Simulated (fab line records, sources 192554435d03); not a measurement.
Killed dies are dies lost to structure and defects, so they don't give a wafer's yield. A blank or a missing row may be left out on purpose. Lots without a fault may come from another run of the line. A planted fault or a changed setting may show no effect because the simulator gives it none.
Chamber matching | flow n5_finfet | N5_BEOL_M7_ETCH_66 on rie_diel-06: 4 sister chambers
The step etches SOC in N2/H2, target depth 80 nm, overetch 16 nm, time 120 s. 14 wafers are shown with their chamber, then 7 later ones without.

WAFERS WITH THEIR CHAMBER
wafer  | chamber | drypump_motor_current_A (A) | showerhead_plenum_p_Torr (Torr) | oes_product_au (a.u.)
L074.1 | 1       | 6.5                         | 2.51                            | 0.56
L074.3 | 3       | 6.0                         | 2.40                            | 0.54
L074.6 | 2       | 6.1                         | 2.59                            | 0.69
L077.1 | 3       | 6.0                         | 2.39                            | 0.53
L077.4 | 2       | 6.1                         | 2.59                            | 0.67
L077.5 | 0       | 5.2                         | 2.34                            | 0.57
L079.1 | 2       | 6.1                         | 2.59                            | 0.67
L079.4 | 1       | 6.5                         | 2.51                            | 0.56
L079.6 | 0       | 5.3                         | 2.34                            | 0.57
L084.1 | 0       | 5.3                         | 2.34                            | 0.57
L084.4 | 2       | 6.1                         | 2.59                            | 0.66
L084.6 | 2       | 6.1                         | 2.58                            | 0.66
L085.2 | 1       | 6.5                         | 2.50                            | 0.55
L085.3 | 2       | 6.1                         | 2.58                            | 0.65

SIGNATURES (means of the wafers above)
reading                  | chamber 0 | chamber 1 | chamber 2 | chamber 3 | scatter within a chamber
drypump_motor_current_A  | 5.267     | 6.500     | 6.100     | 6.000     | 0.0258
showerhead_plenum_p_Torr | 2.3400    | 2.5067    | 2.5867    | 2.3950    | 0.005
oes_product_au           | 0.5700    | 0.5567    | 0.6667    | 0.5350    | 0.0102
Rule: a wafer's distance from a chamber is the root of the sum, over the readings, of the square of ((its reading less the chamber's mean) divided by the reading's scatter). The wafer belongs to the nearest chamber; if the next one is less than 2 further off, it can't be placed. The scatter: the root of (the sum of the squares of (reading less its chamber's mean) over the shown wafers, divided by (wafers less chambers)).

WAFERS WITHOUT THEIR CHAMBER
wafer  | drypump_motor_current_A (A) | showerhead_plenum_p_Torr (Torr) | oes_product_au (a.u.)
L085.4 | 6.0                         | 2.39                            | 0.52
L094.1 | 6.0                         | 2.70                            | 0.76
L094.2 | 6.5                         | 2.49                            | 0.54
L094.5 | 5.2                         | 2.33                            | 0.55
L097.2 | 6.0                         | 2.70                            | 0.75
L097.3 | 5.3                         | 2.32                            | 0.55
L097.6 | 6.0                         | 2.70                            | 0.74

WHICH CHAMBER EACH WENT THROUGH
wafer  | from the rows above | in truth
L085.4 | 3                   | 3
L094.1 | 2                   | 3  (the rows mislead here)
L094.2 | 1                   | 1
L094.5 | 0                   | 0
L097.2 | 2                   | 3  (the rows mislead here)
L097.3 | 0                   | 0
L097.6 | 2                   | 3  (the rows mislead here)
Placed correctly: 4 of 7. Can't be placed from these rows: 0. Placed wrongly: 3.
